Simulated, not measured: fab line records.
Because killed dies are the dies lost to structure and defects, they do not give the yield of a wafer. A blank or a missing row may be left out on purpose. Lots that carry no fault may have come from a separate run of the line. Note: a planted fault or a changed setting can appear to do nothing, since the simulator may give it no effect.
Which tool is to blame? | flow n5_finfet | Sampling: 8 lots, 24 wafers, 8 of 1938 route steps

WHAT EACH GAUGE READ, for each wafer
N5_BEOL_M13_THK_MEAS_01.
lot  | measured     | on            | M13_ILD_THK (nm)
L954 | day 12 00:08 | film_metro-02 | 827 819 852
L957 | day 12 07:56 | film_metro-01 | 815 812 831
L960 | day 13 14:38 | film_metro-02 | 1274 840 1298
L962 | day 13 23:50 | film_metro-02 | 1283 841 838
L971 | day 15 17:39 | film_metro-02 | 825 841 840
L973 | day 16 14:31 | film_metro-02 | 845 855 842
L974 | day 16 16:03 | film_metro-02 | 853 860 847
L976 | day 17 23:42 | film_metro-01 | 826 846 854

N5_BEOL_M13_INSPECT_12: inspects for defects (macro).
lot  | measured     | on                | raw_defect_count
L954 | day 12 00:39 | defect_inspect-01 | 1 5 6
L957 | day 12 08:18 | defect_inspect-01 | 1 4 2
L960 | day 13 15:00 | defect_inspect-01 | 4 1 2
L962 | day 14 00:11 | defect_inspect-01 | 3 1 2
L971 | day 15 18:00 | defect_inspect-02 | 1 2 2
L973 | day 16 15:00 | defect_inspect-01 | 1 2 2
L974 | day 16 16:32 | defect_inspect-02 | 0 3 3
L976 | day 18 00:11 | defect_inspect-01 | 2 5 0

N5_BEOL_M13_CD_MEAS_17: target cd 190 nm.
lot  | measured     | on        | cd_nm (nm)
L954 | day 12 01:17 | cd_sem-01 | 187.2 190.9 189.7
L957 | day 12 08:52 | cd_sem-02 | 188.1 187.3 187.8
L960 | day 13 15:34 | cd_sem-02 | 196.1 191.8 200.5
L962 | day 14 00:45 | cd_sem-03 | 196.9 188.9 190.4
L971 | day 15 18:34 | cd_sem-01 | 187.6 189.2 189.1
L973 | day 16 15:34 | cd_sem-03 | 189.6 189.9 188.5
L974 | day 16 17:28 | cd_sem-02 | 191.0 189.3 188.7
L976 | day 18 00:45 | cd_sem-03 | 188.2 191.6 191.5

WHICH TOOL RAN EACH LOT (tool, then ch and the chambers of the sampled wafers, then the start)
lot  | N5_BEOL_M12_SPUTTER_44       | N5_BEOL_M12_CMP_49            | N5_BEOL_M13_ILD_DEP_00          | N5_BEOL_M13_STRIP_63                 | N5_BEOL_M13_STRIP_64
L954 | pvd_sputter-03, day 11 22:50 | cmp-03 ch 2,3, day 11 23:30   | pecvd-04 ch 1,2, day 11 23:59   | plasma_asher-02 ch 0,1, day 12 01:04 | plasma_asher-02 ch 0,1, day 12 01:08
L957 | pvd_sputter-03, day 12 06:40 | cmp-03 ch 0,2, day 12 07:19   | pecvd-04 ch 1,2, day 12 07:47   | plasma_asher-01 ch 0,1, day 12 08:40 | plasma_asher-01 ch 0,1, day 12 08:43
L960 | pvd_sputter-01, day 13 10:25 | cmp-04 ch 0,1, day 13 14:01   | pecvd-04 ch 1,2, day 13 14:29   | plasma_asher-02 ch 0,1, day 13 15:21 | plasma_asher-02 ch 0,1, day 13 15:25
L962 | pvd_sputter-03, day 13 22:33 | cmp-03 ch 0,2, day 13 23:14   | pecvd-04 ch 0,1,2, day 13 23:41 | plasma_asher-02 ch 0,1, day 14 00:33 | plasma_asher-02 ch 0,1, day 14 00:37
L971 | pvd_sputter-02, day 15 16:22 | cmp-03 ch 0,1,3, day 15 17:01 | pecvd-01 ch 0,1, day 15 17:30   | plasma_asher-02 ch 0,1, day 15 18:22 | plasma_asher-02 ch 0,1, day 15 18:25
L973 | pvd_sputter-02, day 16 13:15 | cmp-04 ch 0,2, day 16 13:55   | pecvd-04 ch 0,1,2, day 16 14:22 | plasma_asher-01 ch 0,1, day 16 15:23 | plasma_asher-01 ch 0,1, day 16 15:26
L974 | pvd_sputter-02, day 16 14:07 | cmp-04 ch 1,2, day 16 15:27   | pecvd-04 ch 0,1,2, day 16 15:58 | plasma_asher-01 ch 0,1, day 16 17:17 | plasma_asher-01 ch 0,1, day 16 17:20
L976 | pvd_sputter-03, day 17 22:13 | cmp-03 ch 1,2, day 17 23:04   | pecvd-01 ch 0,1,2, day 17 23:33 | plasma_asher-02 ch 0,1, day 18 00:32 | plasma_asher-02 ch 0,1, day 18 00:36
- N5_BEOL_M12_SPUTTER_44: material Ta, target thk 10 nm, time 16.13 s.
- N5_BEOL_M12_CMP_49: polishes, stops on SiOC, t overpolish 20.6 s, target thk 320 nm.
- N5_BEOL_M13_ILD_DEP_00: deposits SiOC from DEMS/O2, target thk 837.92 nm, time 166.4 s.
- N5_BEOL_M13_STRIP_63: strips in N2/H2.
- N5_BEOL_M13_STRIP_64: strips in N2/H2.

WHAT THE TOOLS THEMSELVES READ (means of the sampled wafers that have a number; where no wafer has one, the mark that the record gives instead)
N5_BEOL_M12_SPUTTER_44.
lot  | tool           | throttle_valve_pct (%)
L954 | pvd_sputter-03 | 30.8
L957 | pvd_sputter-03 | 30.8
L960 | pvd_sputter-01 | 29.1
L962 | pvd_sputter-03 | 30.9
L971 | pvd_sputter-02 | 29.9
L973 | pvd_sputter-02 | 29.4
L974 | pvd_sputter-02 | 29.5
L976 | pvd_sputter-03 | 30.5

N5_BEOL_M12_CMP_49.
lot  | tool   | barrier_field_endpoint_s (s) | clearing_platen_down_force_psi (psi) | motor_current_A (A) | overpolish_run_s (s)
L954 | cmp-03 | 30.9                         | 1.4999                               | 6.3                 | 20.604
L957 | cmp-03 | 30.7                         | 1.4988                               | 6.0                 | 20.605
L960 | cmp-04 | 29.7                         | 1.5020                               | 6.4                 | 20.607
L962 | cmp-03 | 30.5                         | 1.4982                               | 6.1                 | 20.597
L971 | cmp-03 | 29.7                         | 1.5014                               | 6.6                 | 20.603
L973 | cmp-04 | 29.8                         | 1.5019                               | 6.5                 | 20.594
L974 | cmp-04 | 30.3                         | 1.5010                               | 6.1                 | 20.599
L976 | cmp-03 | 30.3                         | 1.4993                               | 6.3                 | 20.599

N5_BEOL_M13_ILD_DEP_00.
lot  | tool     | heater_power_w (W) | rf_fwd_power_W (W) | run_length_s (s) | showerhead_plenum_p_Torr (Torr) | throttle_valve_pct (%)
L954 | pecvd-04 | 451                | 497.5              | 212.1            | 5.681                           | 11.1
L957 | pecvd-04 | 466                | 497.9              | 211.9            | 5.666                           | 11.4
L960 | pecvd-04 | 436                | 498.1              | 272.8            | 5.673                           | 11.3
L962 | pecvd-04 | 418                | 497.6              | 242.1            | 5.693                           | 11.5
L971 | pecvd-01 | 439                | 497.8              | 210.9            | 5.701                           | 12.7
L973 | pecvd-04 | 436                | 497.9              | 211.7            | 5.689                           | 11.4
L974 | pecvd-04 | 442                | 498.5              | 211.7            | 5.684                           | 11.3
L976 | pecvd-01 | 376                | 499.6              | 211.3            | 5.679                           | 12.4

N5_BEOL_M13_STRIP_63.
lot  | tool            | drypump_motor_current_A (A) | heater_power_w (W) | oes_product_au (a.u.) | strip_time_to_endpoint_s (s)
L954 | plasma_asher-02 | 5.2                         | 287                | 0.676                 | 28.6
L957 | plasma_asher-01 | 6.1                         | 321                | 0.676                 | 29.8
L960 | plasma_asher-02 | 5.3                         | 306                | 0.378                 | 9.3
L962 | plasma_asher-02 | 5.2                         | 289                | 0.528                 | 18.7
L971 | plasma_asher-02 | 5.2                         | 290                | 0.671                 | 28.2
L973 | plasma_asher-01 | 6.1                         | 321                | 0.672                 | 26.5
L974 | plasma_asher-01 | 5.8                         | 322                | 0.674                 | 26.7
L976 | plasma_asher-02 | 5.2                         | 288                | 0.672                 | 27.8

N5_BEOL_M13_STRIP_64.
lot  | tool            | drypump_motor_current_A (A) | heater_power_w (W) | oes_product_au (a.u.) | strip_time_to_endpoint_s (s)
L954 | plasma_asher-02 | 5.2                         | 291                | 0.714                 | 31.38
L957 | plasma_asher-01 | 6.1                         | 319                | 0.715                 | 31.38
L960 | plasma_asher-02 | 5.3                         | 310                | 0.658                 | 19.96
L962 | plasma_asher-02 | 5.2                         | 284                | 0.687                 | 25.86
L971 | plasma_asher-02 | 5.2                         | 288                | 0.717                 | 31.37
L973 | plasma_asher-01 | 6.1                         | 327                | 0.715                 | 31.19
L974 | plasma_asher-01 | 5.8                         | 327                | 0.713                 | 31.47
L976 | plasma_asher-02 | 5.2                         | 284                | 0.713                 | 31.42

THE ANSWER, worked out from the rows above alone
Rule: what is usual is taken from the lots themselves. Put in order of their means at a reading, lots are off if they are a third of the lots or fewer, leave a main group of 4 or more, and stand apart from it by a gap of 3 or more times the standard deviation of the main group's means; of several such gaps the widest counts. A main group is skipped when, at the precision printed for the reading in the tables above, its means are all equal. A lot without any number at a reading at which 4 lots or more have one is off too. Any other lot the step has rows for is counted as sound. After the gauges, taken in route order, come the tools' own readings; for these a lot's mean is taken, as printed above. The first step at which some lot is off is used, and at that step the reading that is off furthest; a lot without a number counts as furthest.
Off: L960, L962, seen at N5_BEOL_M13_THK_MEAS_01 (M13_ILD_THK). The main group: mean 838 nm, standard deviation 11.
A tool fits if, at a process step before that reading, it ran every lot that is off, and no sound lot after the first of them. Not tried: the gauges at N5_BEOL_M13_THK_MEAS_01; whatever is off there is also off at N5_BEOL_M13_ILD_DEP_00, on other tools, and gauge error can't account for it. Of those tried, none fits.

WHAT THE SIMULATOR HAD INSERTED
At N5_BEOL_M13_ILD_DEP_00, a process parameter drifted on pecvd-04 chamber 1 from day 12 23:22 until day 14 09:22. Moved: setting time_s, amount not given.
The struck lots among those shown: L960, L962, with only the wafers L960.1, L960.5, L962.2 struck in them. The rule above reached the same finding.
